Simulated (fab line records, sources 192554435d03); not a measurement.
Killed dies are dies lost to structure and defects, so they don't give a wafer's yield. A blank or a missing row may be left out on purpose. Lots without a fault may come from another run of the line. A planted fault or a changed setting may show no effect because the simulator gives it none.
Chamber matching | flow n5_finfet | N5_BEOL_M5_PRE_CLEAN_77 on cvd_co-01: 3 sister chambers
The step time 15 s. 27 wafers are shown with their chamber, then 12 later ones without.

WAFERS WITH THEIR CHAMBER
wafer  | chamber | heater_power_outer_w (W) | heater_power_w (W)
L075.3 | 2       | 33                       | 112
L075.4 | 1       | 12                       | 68
L075.5 | 2       | 33                       | 112
L077.3 | 2       | 34                       | 112
L077.4 | 2       | 33                       | 115
L077.5 | 0       | 21                       | 88
L078.1 | 2       | 33                       | 116
L078.2 | 1       | 11                       | 69
L078.4 | 2       | 34                       | 116
L080.1 | 2       | 33                       | 115
L080.2 | 0       | 21                       | 89
L080.5 | 1       | 11                       | 70
L079.1 | 2       | 33                       | 115
L079.3 | 1       | 12                       | 68
L079.4 | 2       | 33                       | 113
L082.1 | 0       | 20                       | 93
L082.4 | 0       | 21                       | 93
L082.5 | 1       | 12                       | 70
L087.1 | 0       | 21                       | 91
L087.5 | 2       | 34                       | 117
L087.6 | 0       | 21                       | 93
L088.1 | 2       | 34                       | 119
L088.2 | 1       | 12                       | 71
L088.5 | 1       | 12                       | 72
L090.1 | 0       | 21                       | 93
L090.4 | 2       | 34                       | 115
L090.5 | 0       | 21                       | 93

SIGNATURES (means of the wafers above)
reading              | chamber 0 | chamber 1 | chamber 2 | scatter within a chamber
heater_power_outer_w | 20.88     | 11.71     | 33.42     | 0.466
heater_power_w       | 91.62     | 69.71     | 114.75    | 2
Rule: a wafer's distance from a chamber is the root of the sum, over the readings, of the square of ((its reading less the chamber's mean) divided by the reading's scatter). The wafer belongs to the nearest chamber; if the next one is less than 2 further off, it can't be placed. The scatter: the root of (the sum of the squares of (reading less its chamber's mean) over the shown wafers, divided by (wafers less chambers)).

WAFERS WITHOUT THEIR CHAMBER
wafer  | heater_power_outer_w (W) | heater_power_w (W)
L091.2 | 33                       | 115
L091.3 | 21                       | 93
L091.5 | 12                       | 72
L093.1 | 21                       | 92
L093.2 | 34                       | 115
L093.6 | 34                       | 118
L092.1 | 35                       | 114
L092.4 | 33                       | 116
L092.6 | 11                       | 73
L096.1 | 11                       | 70
L096.2 | 35                       | 115
L096.4 | 12                       | 72

WHICH CHAMBER EACH WENT THROUGH
wafer  | from the rows above | in truth
L091.2 | 2                   | 2
L091.3 | 0                   | 0
L091.5 | 1                   | 1
L093.1 | 0                   | 0
L093.2 | 2                   | 2
L093.6 | 2                   | 2
L092.1 | 2                   | 2
L092.4 | 2                   | 2
L092.6 | 1                   | 1
L096.1 | 1                   | 1
L096.2 | 2                   | 2
L096.4 | 1                   | 1
Placed correctly: 12 of 12. Can't be placed from these rows: 0. Placed wrongly: 0.
